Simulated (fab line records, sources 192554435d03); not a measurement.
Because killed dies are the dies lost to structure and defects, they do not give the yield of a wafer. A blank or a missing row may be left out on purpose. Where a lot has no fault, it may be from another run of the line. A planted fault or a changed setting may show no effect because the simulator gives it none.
One fault through the eyes of 3 desks || flow n5-finfet || what lay behind the numbers comes last; until then each desk has only its own

== THE DEFECT DESK ==
Lot by lot, what the route's inspections counted, given as the mean of those sampled wafers with a number. The brackets show how far a lot's mean lies from the usual mean; more than 4 standard deviations puts the lot out of limits, marked OUT.
Columns: A = raw-defect-count at N5_SDB_INSPECT_36, usual 39
{"lot": "L802", "first seen here": "day 4 04:22", "A": 24}
{"lot": "L803", "first seen here": "day 4 14:04", "A": 42}
{"lot": "L805", "first seen here": "day 4 22:33", "A": 32}
{"lot": "L807", "first seen here": "day 5 11:30", "A": 25}
{"lot": "L808", "first seen here": "day 5 14:50", "A": 36}
{"lot": "L813", "first seen here": "day 6 21:50", "A": 35}
{"lot": "L814", "first seen here": "day 7 06:04", "A": 31}
{"lot": "L817", "first seen here": "day 7 21:56", "A": 30}
{"lot": "L818", "first seen here": "day 8 05:26", "A": 43}
{"lot": "L819", "first seen here": "day 8 08:25", "A": 41}
This desk's verdict: no lot among the 10 shows anything out of limits.

== AT THE METROLOGY DESK ==
What the gauges read for every lot (on any tool): the sampled wafers with a number, averaged. The brackets show how far a lot's mean lies from the usual mean; more than 4 standard deviations puts the lot out of limits, marked OUT. Only the readings that lie furthest out on some lot appear, 7 of the 10 it has.
Columns: A = DIBL_N at N5_BEOL_M4_RC_MEAS_101, usual 36.1 mV/V; B = IOFF_P at N5_BEOL_M4_RC_MEAS_101, usual 0.22 nA/um; C = ION_N at N5_BEOL_M4_RC_MEAS_101, usual 672 uA/um; D = ION_P at N5_BEOL_M4_RC_MEAS_101, usual 462 uA/um; E = SS_N at N5_BEOL_M4_RC_MEAS_101, usual 71.6 mV/dec; F = SS_P at N5_BEOL_M4_RC_MEAS_101, usual 73.3 mV/dec; G = VT_P at N5_BEOL_M4_RC_MEAS_101, usual -250 mV
{"lot": "L802", "first seen here": "day 9 03:11", "A": 35.8, "B": 0.20, "C": 672, "D": 462, "E": 71.7, "F": 72.6, "G": -249}
{"lot": "L803", "first seen here": "day 9 06:34", "A": 36.4, "B": 0.22, "C": 669, "D": 459, "E": 71.6, "F": 73.3, "G": -248}
{"lot": "L805", "first seen here": "day 9 12:37", "A": 36.3, "B": 0.20, "C": 676, "D": 462, "E": 71.7, "F": 73.5, "G": -250}
{"lot": "L808", "first seen here": "day 10 06:03", "A": 36.1, "B": 0.22, "C": 678, "D": 466, "E": 72.0, "F": 73.4, "G": -249}
{"lot": "L807", "first seen here": "day 10 11:09", "A": 35.7, "B": 0.21, "C": 663, "D": 454, "E": 71.9, "F": 73.2, "G": -252}
{"lot": "L813", "first seen here": "day 11 18:03", "A": 38.2, "B": 0.27, "C": 678, "D": 467, "E": 72.3, "F": 74.2, "G": -245}
{"lot": "L814", "first seen here": "day 12 15:23", "A": 35.8, "B": 0.21, "C": 661, "D": 456, "E": 71.5, "F": 73.4, "G": -251}
{"lot": "L817", "first seen here": "day 13 01:31", "A": 34.4, "B": 0.19, "C": 664, "D": 454, "E": 71.7, "F": 73.4, "G": -254}
{"lot": "L819", "first seen here": "day 13 09:55", "A": 35.9, "B": 0.21, "C": 680, "D": 468, "E": 71.2, "F": 73.0, "G": -249}
{"lot": "L818", "first seen here": "day 13 19:37", "A": 37.2, "B": 0.23, "C": 678, "D": 468, "E": 71.8, "F": 72.5, "G": -248}
This desk's verdict: no lot among the 10 shows anything out of limits.

== DESK OF THE TOOL OWNER: ald-hk-01 ==
The tool's own readings at N5_HKMG_FIN_ALD_74 (deposits La2O3, target thk 0.5 nm, pulse time 6 s, co reactant pulse time 1 s): means of the sampled wafers that have a number, for each lot that ran on this tool. The brackets show how far a lot's mean lies from the usual mean; more than 4 standard deviations puts the lot out of limits, marked OUT.
Columns: A = heater-power-w at N5_HKMG_FIN_ALD_74, usual 345 W; B = precursor-pulse-height-rel at N5_HKMG_FIN_ALD_74, usual 1.000
{"lot": "L802", "first seen here": "day 4 05:22", "A": 345, "B": 1.011}
{"lot": "L805", "first seen here": "day 4 23:32", "A": 329, "B": 0.991}
{"lot": "L808", "first seen here": "day 5 15:56", "A": 335, "B": 1.018}
{"lot": "L813", "first seen here": "day 6 23:04", "A": 332, "B": 1.000}
{"lot": "L814", "first seen here": "day 7 07:09", "A": 359, "B": 1.015}
{"lot": "L818", "first seen here": "day 8 06:40", "A": 328, "B": 1.005}
{"lot": "L819", "first seen here": "day 8 09:42", "A": 326, "B": 1.018}
This desk's verdict: no lot among the 7 shows anything out of limits.

== PUT TOGETHER ==
No out-of-limits result turned up at the defect desk.
Nothing out of limits was seen by the metrology desk.
The desk of the tool owner found nothing out of limits.

== WHAT WAS PUT IN BY THE SIMULATOR ==
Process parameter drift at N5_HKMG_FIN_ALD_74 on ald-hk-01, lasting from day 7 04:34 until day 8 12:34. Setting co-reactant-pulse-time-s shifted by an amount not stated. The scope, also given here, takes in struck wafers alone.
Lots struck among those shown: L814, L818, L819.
